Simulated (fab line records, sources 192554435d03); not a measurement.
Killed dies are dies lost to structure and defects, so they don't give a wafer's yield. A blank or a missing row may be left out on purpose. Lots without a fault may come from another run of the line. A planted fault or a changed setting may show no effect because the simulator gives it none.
Chamber matching | flow n5_finfet | N5_BEOL_M8_DESCUM_16 on rie_diel-03: 4 sister chambers
The step chemistry O2, time 7.9 s. 18 wafers are shown with their chamber, then 9 later ones without.

WAFERS WITH THEIR CHAMBER
wafer  | chamber | showerhead_plenum_p_Torr (Torr) | drypump_motor_current_A (A) | throttle_valve_pct (%)
L076.1 | 1       | 2.04                            | 6.0                         | 20.42
L076.4 | 2       | 2.13                            | 5.3                         | 20.38
L076.6 | 1       | 2.04                            | 6.0                         | 20.41
L074.2 | 3       | 2.05                            | 5.8                         | 20.02
L074.3 | 0       | 2.14                            | 5.9                         | 20.48
L074.6 | 0       | 2.14                            | 5.9                         | 20.48
L075.2 | 0       | 2.14                            | 5.9                         | 20.48
L075.5 | 1       | 2.04                            | 6.0                         | 20.41
L075.6 | 0       | 2.14                            | 5.9                         | 20.49
L083.1 | 0       | 2.13                            | 5.8                         | 20.53
L083.5 | 3       | 2.04                            | 5.7                         | 20.04
L083.6 | 0       | 2.13                            | 5.8                         | 20.52
L085.1 | 0       | 2.13                            | 5.9                         | 20.51
L085.4 | 2       | 2.12                            | 5.3                         | 20.42
L085.5 | 3       | 2.04                            | 5.8                         | 20.05
L086.1 | 2       | 2.12                            | 5.3                         | 20.43
L086.2 | 0       | 2.13                            | 5.9                         | 20.53
L086.5 | 3       | 2.04                            | 5.7                         | 20.07

SIGNATURES (means of the wafers above)
reading                  | chamber 0 | chamber 1 | chamber 2 | chamber 3 | scatter within a chamber
showerhead_plenum_p_Torr | 2.1350    | 2.0400    | 2.1233    | 2.0425    | 0.00494
drypump_motor_current_A  | 5.875     | 6.000     | 5.300     | 5.750     | 0.0423
throttle_valve_pct       | 20.5025   | 20.4133   | 20.4100   | 20.0450   | 0.0212
Rule: a wafer's distance from a chamber is the root of the sum, over the readings, of the square of ((its reading less the chamber's mean) divided by the reading's scatter). The wafer belongs to the nearest chamber; if the next one is less than 2 further off, it can't be placed. The scatter: the root of (the sum of the squares of (reading less its chamber's mean) over the shown wafers, divided by (wafers less chambers)).

WAFERS WITHOUT THEIR CHAMBER
wafer  | showerhead_plenum_p_Torr (Torr) | drypump_motor_current_A (A) | throttle_valve_pct (%)
L092.2 | 2.02                            | 6.0                         | 20.45
L092.4 | 2.03                            | 5.7                         | 20.09
L092.6 | 2.12                            | 5.8                         | 20.55
L093.2 | 2.11                            | 5.3                         | 20.44
L093.5 | 2.12                            | 5.8                         | 20.56
L093.6 | 2.03                            | 5.8                         | 20.11
L095.1 | 2.11                            | 5.4                         | 20.47
L095.3 | 2.12                            | 5.9                         | 20.56
L095.4 | 2.03                            | 5.7                         | 20.10

WHICH CHAMBER EACH WENT THROUGH
wafer  | from the rows above | in truth
L092.2 | 1                   | 1
L092.4 | 3                   | 3
L092.6 | 0                   | 0
L093.2 | 2                   | 2
L093.5 | 0                   | 0
L093.6 | 3                   | 3
L095.1 | 2                   | 2
L095.3 | 0                   | 0
L095.4 | 3                   | 3
Placed correctly: 9 of 9. Can't be placed from these rows: 0. Placed wrongly: 0.
